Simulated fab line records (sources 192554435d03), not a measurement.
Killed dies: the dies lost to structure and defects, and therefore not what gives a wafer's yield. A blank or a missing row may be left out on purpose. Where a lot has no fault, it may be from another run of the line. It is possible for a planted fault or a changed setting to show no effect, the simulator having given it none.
Chamber matching	flow n5 finfet	N5_HKMG_FIN_ALD_91 on ald metal-02 has 4 sister chambers
The step deposits TiN, target thk 1 nm, pulse time 1 s, purge time 3 s. 14 wafers are shown with their chamber, then 7 later ones without.

WAFERS PAIRED WITH THEIR CHAMBERS
wafer	chamber	heater power w (W)	precursor pulse height rel
L074.2	1	985	1.002
L074.3	3	907	0.966
L074.5	0	857	0.970
L080.2	1	991	0.989
L080.5	0	867	0.976
L080.6	1	990	1.004
L083.1	2	890	1.028
L083.4	1	1021	1.007
L083.5	3	902	1.022
L086.1	3	915	0.986
L086.2	2	873	0.973
L086.4	1	1005	1.003
L087.1	0	875	1.000
L087.5	1	1001	0.988

SIGNATURES, as means of the wafers listed above
reading	chamber 0	chamber 1	chamber 2	chamber 3	scatter within a chamber
heater power w	866.33	998.83	881.50	908.00	11.2
precursor pulse height rel	0.98200	0.99883	1.00050	0.99133	0.0199
Rule: for a wafer and a chamber, the distance is found by dividing, reading by reading, the gap between the wafer's reading and the chamber's mean by the reading's scatter, squaring, summing and taking the root. If the next closest chamber is less than 2 further off than the closest, the wafer can't be placed; otherwise it belongs to the closest. The scatter is the square root of a quotient: the sum, over the shown wafers, of each reading's squared deviation from its chamber's mean, divided by wafers minus chambers.

WAFERS WITHOUT THEIR CHAMBER
wafer	heater power w (W)	precursor pulse height rel
L087.6	864	1.010
L091.1	877	0.967
L091.2	1027	0.994
L091.4	919	0.984
L096.1	854	1.001
L096.5	917	1.003
L096.6	878	1.004

WHICH CHAMBER EACH ONE RAN IN
wafer	from the rows above	in truth
L087.6	can't be placed: 0 or 2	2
L091.1	can't be placed: 0 or 2 or 3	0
L091.2	1	1
L091.4	3	3
L096.1	can't be placed: 0 or 2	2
L096.5	3	3
L096.6	can't be placed: 2 or 0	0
Correct placement for 3 of the 7. Not placeable from these rows: 4 (in 4, the candidates include the true chamber). 0 placed wrongly.
